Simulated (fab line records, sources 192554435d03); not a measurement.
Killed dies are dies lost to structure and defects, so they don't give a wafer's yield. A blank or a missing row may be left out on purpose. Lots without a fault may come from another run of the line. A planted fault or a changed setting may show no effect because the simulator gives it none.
fab line records | flow n5_finfet
record lots=6 wafers=18 last_day=18
route steps=1938 shown FIN_SAQP@143 FIN_CUT@154 BEOL_M4@1111 PASSIVATION@1936
lots that met no fault: from a run of the same line without faults
start_h: hours from the record's first day to the start of the lot's first wafer shown | wait_h: hours since the lot's step before | " the same as in the row above | L1.1+2: a row that stands for several wafers | - no value, or no start given | * or withheld: withheld | < > ~ a bound
route shown NAME@n: a module of which the file shows steps, and the number in the route of the first | usual: mean/standard deviation of fault-free wafers | same: alike in all rows | chamber/n: place in a boat | sites: the reading at each site | _std_site: their standard deviation | _edge_site: outer sites' mean less inner sites' | radius_mm: how far each site lies from the wafer's centre | mask NAME#n: copy n | behind: the tool/chamber that last shaped the wafer | hold: why the lot was held/for how many hours/how that ended | device: the transistor (n, p or np) that didn't switch | end of line: the same wafers' tests at the end of the route | a step without rows: its recipe alone | killed: dies lost to structure and defects at the first sort, not the wafer's yield | map: a wafer's dies, x killed, . not, _ none there
set.NAME: the setting as run; set.NAME@STEP: as run at that earlier step | model.NAME: the simulator's own value behind a step, which no gauge read
lots at some steps of the route; a table a step, a row a wafer
services: from which hour (start_h, from the record's first day; less than 0 if before it) a tool's chamber was out of use, for how many hours, and why
## steps
# step N5_FIN_SAQP_ETCH_34
# recipe chemistry=C4F6/O2 target=SiO2 target_depth_a=450 time_s=15 ion_energy_ev=250 pressure_mtorr=30 source_w=345 bias_w=185 Ar_flow_sccm=300 C4F6_flow_sccm=10 O2_flow_sccm=10 ends=cleared
# usual drypump_motor_current_A=5.7/0.46 etch_rf_on_time_s=15.08/0.19 mfc_ar_sccm=299.9/0.94 oes_product_au=0.64/0.069 rf_fwd_power_W=336.6/1.1 rf_vpp_V=670/7.8 showerhead_plenum_p_Torr=2.85/0.1 throttle_valve_pct=21.09/0.25
# columns lot.wafer tool chamber start_h wait_h drypump_motor_current_A etch_rf_on_time_s mfc_ar_sccm oes_product_au rf_fwd_power_W rf_hours_counter_h rf_vpp_V showerhead_plenum_p_Torr throttle_valve_pct
L164.2 rie_diel-06 2 63.49 0.0 5.1 15.03 300.7 0.64 336.0 148 666 2.73 21.33
L164.4 " 1 " " 5.9 15.07 301.4 0.60 334.5 - 664 2.71 21.57
L164.6 " 2 " " 5.1 15.13 300.5 0.64 335.1 - 668 2.73 21.33
L166.2 rie_diel-02 1 75.73 0.0 6.6 14.96 301.3 0.72 336.2 53 671 2.99 20.70
L166.3 " 3 " " 5.8 15.17 300.1 0.60 338.0 198 670 2.82 21.01
L166.4 " 0 " " 6.4 14.92 298.9 0.66 336.6 139 671 2.85 20.81
L167.1 rie_diel-05 1 81.66 0.0 5.2 14.90 300.4 0.75 336.0 39 685 2.89 21.26
L167.2 " 2 " " 5.5 15.30 300.3 0.58 337.9 236 661 2.70 21.26
L167.3 " 3 " " 4.9 15.37 301.5 0.62 337.0 159 671 2.95 21.03
L170.4 rie_diel-02 1 102.96 0.0 6.6 14.94 300.6 0.71 335.0 61 671 2.99 20.71
L170.5 " 2 " " 5.9 15.05 299.8 0.64 336.9 - 680 2.95 20.92
L170.6 " 3 " " 5.7 15.30 301.2 0.59 333.6 - 671 2.81 21.04
L176.1 rie_diel-06 0 134.16 0.0 5.8 15.06 299.7 0.59 337.0 215 655 2.81 21.39
L176.4 " 1 " " 5.9 15.22 299.9 0.58 334.9 235 665 2.70 21.59
L176.6 " 2 " " 5.1 15.12 299.6 0.62 337.3 - 666 2.72 21.37
L181.1 rie_diel-02 2 165.12 0.0 5.9 15.15 300.3 0.63 337.8 187 679 2.94 20.95
L181.5 " 0 " " 6.4 14.96 300.1 0.64 337.9 - 671 2.84 20.83
L181.6 " 3 " " 5.8 15.23 301.1 0.58 336.5 - 671 2.80 21.06
# step N5_FIN_SAQP_STRIP_77
# recipe chemistry=N2/H2 time_s=90 power_w=100 temp_c=40 pressure_mtorr=100 rf_frequency_hz=6e+07 bias_power_w=3 n2_flow_sccm=300 h2_flow_sccm=300
# usual drypump_motor_current_A=5.7/0.47 oes_product_au=0.75/0.08 rf_vpp_V=45.4/0.83 showerhead_plenum_p_Torr=3.39/0.12 throttle_valve_pct=12.31/0.26
# columns lot.wafer tool chamber start_h wait_h drypump_motor_current_A oes_product_au rf_hours_counter_h rf_vpp_V showerhead_plenum_p_Torr throttle_valve_pct
L164.2 rie_diel-06 2 63.51 0.0 5.1 0.74 148 45.4 3.25 12.48
L164.4 " 1 " " 5.9 0.69 - 43.9 3.22 12.84
L164.6 " 2 " " 5.1 0.75 - 44.8 3.24 12.49
L166.2 rie_diel-02 1 75.75 0.0 6.6 0.86 53 45.6 3.57 11.88
L166.3 " 3 " " 5.8 0.70 198 44.5 3.35 12.32
L166.4 " 0 " " 6.4 0.77 139 44.4 3.38 11.98
L167.1 rie_diel-05 1 81.68 0.0 5.2 0.87 39 44.7 3.45 12.27
L167.2 " 2 " " 5.5 0.69 236 47.4 3.20 12.47
L167.3 " 3 " " 4.9 0.72 159 46.7 3.52 12.28
L170.4 rie_diel-02 1 102.98 0.0 6.6 0.83 61 46.4 3.57 11.90
L170.5 " 2 " " 5.9 0.74 - 45.2 3.51 12.18
L170.6 " 3 " " 5.8 0.68 - 46.8 3.35 12.34
L176.1 rie_diel-06 0 134.19 0.0 5.8 0.70 215 44.1 3.35 12.65
L176.4 " 1 " " 5.9 0.68 235 44.7 3.21 12.89
L176.6 " 2 " " 5.1 0.73 - 45.2 3.23 12.54
L181.1 rie_diel-02 2 165.14 0.0 5.9 0.73 187 46.1 3.49 12.26
L181.5 " 0 " " 6.4 0.75 - 45.5 3.36 12.05
L181.6 " 3 " " 5.8 0.68 - 45.8 3.34 12.39
# step N5_FIN_SAQP_HM_CD_35
# recipe target_cd_nm=8 polarity=line
# usual cd_nm=8.11/0.23
# columns lot.wafer tool chamber start_h wait_h cd_nm
L164.2 cd_sem-02 - 63.64 0.1 8.22
L164.4 " - " " 8.39
L164.6 " - " " 8.39
L166.2 cd_sem-03 - 75.88 0.1 7.77
L166.3 " - " " 8.08
L166.4 " - " " 8.12
L167.1 cd_sem-01 - 81.81 0.1 8.00
L167.2 " - " " 7.42
L167.3 " - " " 7.80
L170.4 cd_sem-03 - 103.12 0.1 8.20
L170.5 " - " " 8.44
L170.6 " - " " 8.32
L176.1 cd_sem-03 - 134.31 0.1 8.60
L176.4 " - " " 8.15
L176.6 " - " " 8.57
L181.1 cd_sem-01 - 165.27 0.1 8.15
L181.5 " - " " 7.67
L181.6 " - " " 7.99
# step N5_FIN_SAQP_ETCH_64
# recipe chemistry=CF4 target=SiO2 target_depth_a=15 ion_energy_ev=350 pressure_mtorr=10 icp_w=800 bias_w=400 cf4_flow_sccm=80
# usual drypump_motor_current_A=5.7/0.5 oes_product_au=1.009/0.018 rf_fwd_power_W=785/4.1 throttle_valve_pct=21.77/0.2
# columns lot.wafer tool chamber start_h wait_h drypump_motor_current_A oes_product_au rf_fwd_power_W rf_hours_counter_h throttle_valve_pct
L164.2 rie_si-03 0 63.68 0.0 5.4 0.967 780 62 21.45
L164.4 " 1 " " 5.9 1.016 784 98 21.88
L164.6 " 2 " " 5.6 1.003 787 - 21.88
L166.2 rie_si-03 1 75.92 0.0 5.9 1.023 789 99 21.89
L166.3 " 3 " " 6.1 1.036 788 108 21.75
L166.4 " 2 " " 5.6 1.001 787 2 21.89
L167.1 rie_si-03 0 81.85 0.0 5.4 0.979 779 63 21.44
L167.2 " 3 " " 6.1 1.037 787 108 21.76
L167.3 " 1 " " 5.9 1.010 789 99 21.88
L170.4 rie_si-01 1 103.17 0.0 5.3 0.985 786 - 22.10
L170.5 " 3 " " 5.1 1.010 782 - 21.63
L170.6 " 2 " " 5.9 1.004 794 - 21.77
L176.1 rie_si-04 2 134.36 0.0 6.8 1.013 782 97 21.49
L176.4 " 3 " " 6.3 1.022 784 128 21.58
L176.6 " 1 " " 4.9 1.010 779 - 22.10
L181.1 rie_si-01 0 165.32 0.0 5.1 1.032 786 44 21.88
L181.5 " 3 " " 5.1 1.014 782 - 21.63
L181.6 " 2 " " 5.9 1.019 791 - 21.75
# step N5_FIN_SAQP_FIN_ETCH_36
# recipe chemistry=HBr/Cl2/O2 target_depth_a=1200 mask_material=SiNx time_s=50.4 bias_w=102 pressure_mtorr=10 icp_w=800 HBr_flow_sccm=150 Cl2_flow_sccm=80 O2_flow_sccm=12
# usual drypump_motor_current_A=5.7/0.5 oes_product_au=1.009/0.017 rf_fwd_power_W=797.1/2.3 throttle_valve_pct=36.00/0.25
# columns lot.wafer tool chamber start_h wait_h drypump_motor_current_A oes_product_au rf_fwd_power_W rf_hours_counter_h throttle_valve_pct
L164.2 rie_si-03 0 63.70 0.0 5.4 0.983 796.4 63 35.56
L164.4 " 1 " " 5.9 1.017 797.8 98 36.31
L164.6 " 2 " " 5.6 1.004 797.6 - 36.08
L166.2 rie_si-03 1 75.94 0.0 5.9 1.018 801.6 99 36.32
L166.3 " 3 " " 6.1 1.030 797.9 108 35.98
L166.4 " 2 " " 5.6 0.997 796.4 2 36.08
L167.1 rie_si-03 0 81.87 0.0 5.4 0.990 792.8 63 35.54
L167.2 " 3 " " 6.1 1.038 797.4 108 35.97
L167.3 " 1 " " 5.9 1.027 795.4 99 36.30
L170.4 rie_si-01 1 103.22 0.0 5.3 0.996 795.3 - 36.43
L170.5 " 3 " " 5.1 1.019 795.5 - 35.98
L170.6 " 2 " " 5.9 1.005 797.3 - 35.94
L176.1 rie_si-04 2 134.38 0.0 6.8 1.003 797.6 97 35.65
L176.4 " 3 " " 6.3 1.032 795.2 128 35.72
L176.6 " 1 " " 4.9 1.017 798.2 - 36.20
L181.1 rie_si-01 0 165.34 0.0 5.1 1.032 796.5 44 36.09
L181.5 " 3 " " 5.1 1.020 797.4 - 35.96
L181.6 " 2 " " 5.9 1.007 798.2 - 35.97
# step N5_FIN_SAQP_CD_MEAS_37
# recipe target_cd_nm=8 polarity=line
# usual cd_nm=8.08/0.23
# columns lot.wafer tool chamber start_h wait_h cd_nm
L164.2 cd_sem-02 - 63.82 0.1 8.18
L164.4 " - " " 7.77
L164.6 " - " " 8.09
L166.2 cd_sem-01 - 76.07 0.1 7.77
L166.3 " - " " 8.49
L166.4 " - " " 7.94
L167.1 cd_sem-01 - 81.99 0.1 7.92
L167.2 " - " " 7.99
L167.3 " - " " 7.83
L170.4 cd_sem-01 - 103.30 0.0 7.76
L170.5 " - " " 7.64
L170.6 " - " " 8.11
L176.1 cd_sem-03 - 134.50 0.1 8.19
L176.4 " - " " 8.13
L176.6 " - " " 7.93
L181.1 cd_sem-03 - 165.45 0.1 8.13
L181.5 " - " " 7.81
L181.6 " - " " 8.20
# step N5_FIN_SAQP_PRECLEAN_38
# recipe chemistry=O3/DIW time_s=45 temp_c=22 o3_ppm=10
# step N5_FIN_SAQP_PRECLEAN_45
# recipe chemistry=dHF time_s=10 dilution=500:1 temp_c=25
# step N5_FIN_SAQP_SRD_39
# recipe dry=ipa_marangoni time_s=30 temp_c=23 rinse_liquid=diw
# step N5_FIN_SAQP_OCD_MEAS_76
# usual trench_depth_nm=120.3/1.5
# columns lot.wafer tool chamber start_h wait_h trench_depth_nm
L164.2 ocd-01 - 63.92 0.0 120.5
L164.4 " - " " 119.6
L164.6 " - " " 121.6
L166.2 ocd-02 - 76.17 0.0 119.6
L166.3 " - " " 120.1
L166.4 " - " " 122.6
L167.1 ocd-01 - 82.09 0.0 121.5
L167.2 " - " " 121.8
L167.3 " - " " 122.0
L170.4 ocd-01 - 103.40 0.0 120.0
L170.5 " - " " 122.2
L170.6 " - " " 120.1
L176.1 ocd-02 - 134.65 0.0 120.9
L176.4 " - " " 121.7
L176.6 " - " " 119.2
L181.1 ocd-01 - 165.55 0.0 120.2
L181.5 " - " " 122.2
L181.6 " - " " 119.4
# step N5_FIN_SAQP_INSPECT_40
# recipe inspect_instrument=brightfield mode=aei
# usual raw_defect_count=212/53
# columns lot.wafer tool chamber start_h wait_h raw_defect_count
L164.2 defect_inspect-02 - 63.95 0.0 226
L164.4 " - " " 199
L164.6 " - " " 219
L166.2 defect_inspect-01 - 76.19 0.0 155
L166.3 " - " " 151
L166.4 " - " " 163
L167.1 defect_inspect-01 - 82.12 0.0 216
L167.2 " - " " 198
L167.3 " - " " 212
L170.4 defect_inspect-01 - 103.43 0.0 247
L170.5 " - " " 216
L170.6 " - " " 303
L176.1 defect_inspect-01 - 134.68 0.0 268
L176.4 " - " " 238
L176.6 " - " " 190
L181.1 defect_inspect-01 - 165.58 0.0 159
L181.5 " - " " 207
L181.6 " - " " 219
# step N5_FIN_CUT_COAT_18
# recipe resist=SOC temp_c=250 time_s=60 spin_rpm=1500 resist_thk_nm=230
# step N5_FIN_CUT_COAT_19
# recipe resist=SiARC temp_c=220 time_s=60 spin_rpm=1500 resist_thk_nm=20
# usual heater_power_total_W=427.2/2.2 run_length_s=66.41/0.15
# columns lot.wafer tool chamber start_h wait_h heater_power_total_W run_length_s
L164.2 litho_track-01 0 63.99 - 430.4 66.58
L164.4 " 0 " " 427.0 66.43
L164.6 " 0 " " 425.6 66.42
L166.2 litho_track-04 0 76.23 - 429.0 66.47
L166.3 " 0 " " 429.6 66.56
L166.4 " 0 " " 429.2 66.37
L167.1 litho_track-01 0 82.16 - 461.8 58.85
L167.2 " 0 " " 465.7 58.75
L167.3 " 0 " " 465.9 58.63
L170.4 litho_track-01 0 103.46 - 469.0 58.83
L170.5 " 0 " " 463.2 58.60
L170.6 " 0 " " 465.4 58.62
L176.1 litho_track-04 0 134.71 - 430.5 66.50
L176.4 " 0 " " 424.7 66.50
L176.6 " 0 " " 428.1 66.51
L181.1 litho_track-02 0 165.62 - 424.8 66.22
L181.5 " 0 " " 428.9 66.09
L181.6 " 0 " " 424.7 66.19
# step N5_FIN_CUT_COAT_29
# recipe resist=underlayer temp_c=205 time_s=60 spin_rpm=1500 resist_thk_nm=10
# step N5_BEOL_M4_RC_MEAS_101
# usual DIBL_N=35.9/1.4 DIBL_P=35.9/1.7 IOFF_N=0.155/0.023 IOFF_P=0.201/0.029 ION_N=672/8.8 ION_P=460/7 SS_N=71.6/0.48 SS_P=73.1/0.64 VT_N=250.0/3 VT_P=-251.6/3
# columns lot.wafer tool chamber start_h wait_h DIBL_N[mV/V] DIBL_P[mV/V] IOFF_N[nA/um] IOFF_P[nA/um] ION_N[uA/um] ION_P[uA/um] SS_N[mV/dec] SS_P[mV/dec] VT_N[mV] VT_P[mV]
L164.2 prober-01 0 202.22 0.2 36.9 38.2 0.183 0.197 681 455 71.2 74.0 247.5 -254.0
L164.4 " 0 " " 35.1 36.5 0.151 0.170 669 454 71.2 72.7 251.0 -257.4
L164.6 " 0 " " 36.3 37.8 0.163 0.192 675 452 72.1 73.1 249.7 -253.4
L166.2 prober-01 0 224.34 0.2 36.5 36.7 0.164 0.180 666 454 70.9 73.1 248.0 -254.2
L166.3 " 0 " " 39.5 40.3 0.239 0.238 688 459 72.3 74.1 241.2 -250.3
L166.4 " 0 " " 36.0 35.5 0.149 0.167 663 444 71.4 72.6 247.5 -255.5
L167.1 prober-02 0 233.99 0.0 33.5 31.5 0.124 0.159 658 452 71.5 71.5 253.0 -254.3
L167.2 " 0 " " 34.7 33.8 0.136 0.188 671 452 71.3 72.6 249.6 -253.2
L167.3 " 0 " " 32.9 31.2 0.108 0.149 666 457 70.2 71.6 252.9 -253.7
L170.4 prober-02 0 245.94 0.5 36.8 35.7 0.147 0.197 664 453 71.8 73.1 249.5 -252.6
L170.5 " 0 " " 36.0 34.5 0.139 0.184 669 463 71.3 72.6 252.9 -253.6
L170.6 " 0 " " 38.1 36.3 0.165 0.204 677 457 71.8 72.6 250.8 -250.2
L176.1 prober-02 0 279.19 0.0 35.4 36.6 0.148 0.165 675 452 71.8 73.7 249.8 -256.4
L176.4 " 0 " " 36.1 37.0 0.154 0.164 658 448 71.5 73.5 250.7 -257.2
L176.6 " 0 " " 36.8 38.1 0.162 0.180 674 457 72.1 73.0 249.6 -258.8
L181.1 prober-02 0 311.49 0.0 34.9 34.0 0.134 0.199 669 469 71.5 72.6 254.6 -251.2
L181.5 " 0 " " 35.8 34.6 0.145 0.206 670 463 72.1 73.7 249.8 -252.6
L181.6 " 0 " " 35.1 34.6 0.141 0.203 667 459 71.2 72.7 251.0 -249.2
# step N5_PASSIVATION_PROBE_49
# usual defect_limited_yield=91.7/1.5 killed_at_M0_to_M3=30/8.6 killed_at_M4_up=12/4.5 killed_at_contacts=13/5.8 killed_at_front_end=38/11 killed_at_other=4/3 killed_dies=97/17 killed_on_rim=13/3.6 killed_open=63/12 killed_short=32/8.8 sort_bin_5_function=4.8/0.91 sort_bin_6_memory=3.1/0.68 sort_n_pass=1083/17 sort_yield_pct=91.7/1.5
# same gross_dies=1180 killed_at_back_side=0 sort_bin_4_leakage[%]=0 sort_bin_8_speed[%]=0
# columns lot.wafer tool chamber start_h wait_h defect_limited_yield[%] killed_at_M0_to_M3 killed_at_M4_up killed_at_contacts killed_at_front_end killed_at_other killed_dies killed_on_rim killed_open killed_short sort_bin_5_function[%] sort_bin_6_memory[%] sort_n_pass sort_yield_pct[%]
L164.2 prober-02 - 310.11 0.1 92.7 20 8 10 43 5 86 12 54 31 4.4 2.6 1094 92.7
L164.4 prober-02 - 310.21 0.2 91.7 22 12 13 50 1 98 13 59 36 4.8 3.1 1082 91.7
L164.6 prober-02 - 310.31 0.3 91.7 29 8 14 42 5 98 11 55 41 5.3 2.5 1082 91.7
L167.1 prober-01 - 336.29 0.0 90.3 41 16 20 36 2 115 23 83 32 5.3 4.4 1065 90.3
L167.2 prober-01 - 336.34 0.1 93.6 25 12 14 21 3 75 8 47 25 3.4 2.9 1105 93.6
L167.3 prober-01 - 336.39 0.1 91.3 34 17 16 34 2 103 15 69 33 5.0 3.5 1077 91.3
L170.4 prober-02 - 349.54 0.2 90.6 45 16 11 36 3 111 11 75 34 5.7 3.3 1069 90.6
L170.5 prober-02 - 349.59 0.2 91.6 28 10 11 48 2 99 18 52 43 5.3 2.4 1081 91.6
L170.6 prober-02 - 349.64 0.3 89.2 39 12 17 54 5 127 19 82 42 5.7 4.6 1053 89.2
L176.1 prober-01 - 385.34 0.0 89.4 52 15 18 37 3 125 10 73 52 6.9 3.0 1055 89.4
L176.4 prober-01 - 385.49 0.2 89.5 37 16 16 42 13 124 18 89 32 6.8 3.5 1056 89.5
L176.6 prober-01 - 385.59 0.3 88.6 36 17 19 58 5 135 17 98 35 6.0 5.1 1045 88.6
# killed by level:class
L164.2 STI_FIN_REVEAL:geometric_particle:open=18 MOL_CONTACT_COAG:geometric_particle:open=8 BEOL_M1:geometric_particle:open=6 GATE_CUT:geometric_particle:short=6 STI_FIN_REVEAL:geometric_particle:short=5 BEOL_M3:geometric_particle:short=5 BEOL_M7:geometric_particle:open=4 FIN_SAQP:geometric_particle:short=3
L164.4 STI_FIN_REVEAL:geometric_particle:open=12 MOL_CONTACT_COAG:geometric_particle:open=12 FIN_SAQP:geometric_particle:short=8 GATE_CUT:geometric_particle:short=8 BEOL_M2:geometric_particle:open=6 BEOL_M3:geometric_particle:short=4 DUMMY_GATE:geometric_particle:open=4 BEOL_M3:geometric_particle:open=4
L164.6 STI_FIN_REVEAL:geometric_particle:open=12 MOL_CONTACT_COAG:geometric_particle:open=12 FIN_SAQP:geometric_particle:short=9 BEOL_M0_SAQP:geometric_particle:short=8 FIN_SAQP:geometric_particle:open=6 BEOL_M3:geometric_particle:short=6 BEOL_M0_SAQP:geometric_particle:open=5 BEOL_M1:geometric_particle:open=5
L167.1 MOL_CONTACT_COAG:geometric_particle:open=17 BEOL_M3:geometric_particle:open=10 BEOL_M4:geometric_particle:open=10 STI_FIN_REVEAL:geometric_particle:open=8 BEOL_M2:geometric_particle:open=8 BEOL_M3:geometric_particle:short=7 BEOL_M1:geometric_particle:open=6 BEOL_M0_SAQP:geometric_particle:open=5
L167.2 BEOL_M4:geometric_particle:open=9 BEOL_M3:geometric_particle:open=8 MOL_CONTACT_COAG:geometric_particle:open=7 MOL_CONTACT_COAG:geometric_particle:short=7 BEOL_M2:geometric_particle:open=5 STI_FIN_REVEAL:geometric_particle:open=4 FIN_SAQP:geometric_particle:short=3 STI_FIN_REVEAL:geometric_particle:short=3
L167.3 BEOL_M3:geometric_particle:open=12 MOL_CONTACT_COAG:geometric_particle:open=12 BEOL_M2:geometric_particle:short=8 BEOL_M2:geometric_particle:open=6 BEOL_M5:geometric_particle:open=6 FIN_SAQP:geometric_particle:open=5 DUMMY_GATE:geometric_particle:open=5 BEOL_M4:geometric_particle:open=5
L170.4 FIN_SAQP:geometric_particle:open=9 MOL_CONTACT_COAG:geometric_particle:open=9 BEOL_M2:geometric_particle:open=9 BEOL_M0_SAQP:geometric_particle:open=8 BEOL_M4:geometric_particle:open=8 BEOL_M1:geometric_particle:open=7 FIN_SAQP:geometric_particle:short=6 STI_FIN_REVEAL:geometric_particle:open=5
L170.5 FIN_SAQP:geometric_particle:short=11 MOL_CONTACT_COAG:geometric_particle:open=10 GATE_CUT:geometric_particle:short=9 STI_FIN_REVEAL:geometric_particle:open=8 BEOL_M0_SAQP:geometric_particle:short=6 BEOL_M3:geometric_particle:open=6 GATE_CUT:geometric_particle:open=4 BEOL_M4:geometric_particle:open=4
L170.6 GATE_CUT:geometric_particle:short=18 BEOL_M2:geometric_particle:open=17 MOL_CONTACT_COAG:geometric_particle:open=14 GATE_CUT:geometric_particle:open=11 BEOL_M4:geometric_particle:open=8 FIN_SAQP:geometric_particle:open=7 BEOL_M0_SAQP:geometric_particle:short=5 FIN_SAQP:geometric_particle:short=4
L176.1 MOL_CONTACT_COAG:geometric_particle:open=14 BEOL_M0_SAQP:geometric_particle:open=11 GATE_CUT:geometric_particle:short=9 BEOL_M3:geometric_particle:short=9 STI_FIN_REVEAL:geometric_particle:open=7 DUMMY_GATE:geometric_particle:open=7 BEOL_M0_SAQP:geometric_particle:short=7 BEOL_M3:geometric_particle:open=7
L176.4 FIN_SAQP:geometric_particle:open=13 MOL_CONTACT_COAG:geometric_particle:open=12 STI_FIN_REVEAL:geometric_particle:open=9 BEOL_M1:geometric_particle:open=7 BEOL_M4:geometric_particle:open=7 DUMMY_GATE:geometric_particle:open=6 BEOL_M2:geometric_particle:open=6 BEOL_M3:geometric_particle:open=6
L176.6 FIN_SAQP:geometric_particle:open=15 MOL_CONTACT_COAG:geometric_particle:open=14 BEOL_M2:geometric_particle:open=13 BEOL_M4:geometric_particle:open=12 STI_FIN_REVEAL:geometric_particle:open=11 DUMMY_GATE:geometric_particle:open=8 BEOL_M0_SAQP:geometric_particle:open=7 BEOL_M3:geometric_particle:open=6
## services
# columns tool chamber start_h hours kind
rie_diel-05 1 40.94 2.4 repair
rie_diel-06 3 40.94 4.9 repair
rie_si-01 3 46.02 3.3 repair
rie_diel-06 3 51.35 - clean
rie_diel-06 3 51.35 - consumable_replace:focus_ring
rie_diel-06 3 51.35 - consumable_replace:showerhead
rie_diel-06 3 51.35 26.0 scheduled_down
rie_diel-06 3 51.35 26.0 vent_cycle
rie_diel-05 2 52.94 3.9 repair
rie_diel-06 0 52.95 4.0 repair
rie_diel-06 0 71.63 6.5 repair
rie_diel-02 - 77.79 0.1 repair
rie_diel-02 - 80.40 2.8 pm
rie_diel-05 3 85.44 2.8 repair
rie_si-01 0 97.66 6.8 repair
rie_diel-05 0 97.85 - clean
rie_diel-05 0 97.85 - consumable_replace:focus_ring
rie_diel-05 0 97.85 20.0 scheduled_down
rie_diel-05 0 97.85 20.0 vent_cycle
rie_diel-06 1 99.50 6.9 repair
rie_si-04 - 111.63 2.9 repair
rie_si-04 - 118.74 14.6 pm
rie_si-04 2 147.65 6.1 repair
rie_si-03 2 152.56 1.8 repair
## key
first_sign step=N5_FIN_CUT_COAT_19 reading=run_length_s direction=down sigmas=53 usual=* struck=*
effect step=N5_FIN_CUT_COAT_19 reading=heater_power_total_W direction=up sigmas=17 usual=* struck=*
met_at N5_FIN_CUT_COAT_19
struck_wafers L167.1,L167.2,L167.3,L170.4,L170.5,L170.6
onset_between 63.99 82.16
fault kind=process_parameter_drift tool=litho_track-01 chamber=- onset_h=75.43 steps=N5_FIN_CUT_COAT_19 channel=time_s offset=* shape=step end_h=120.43 acts_in=* stated=*
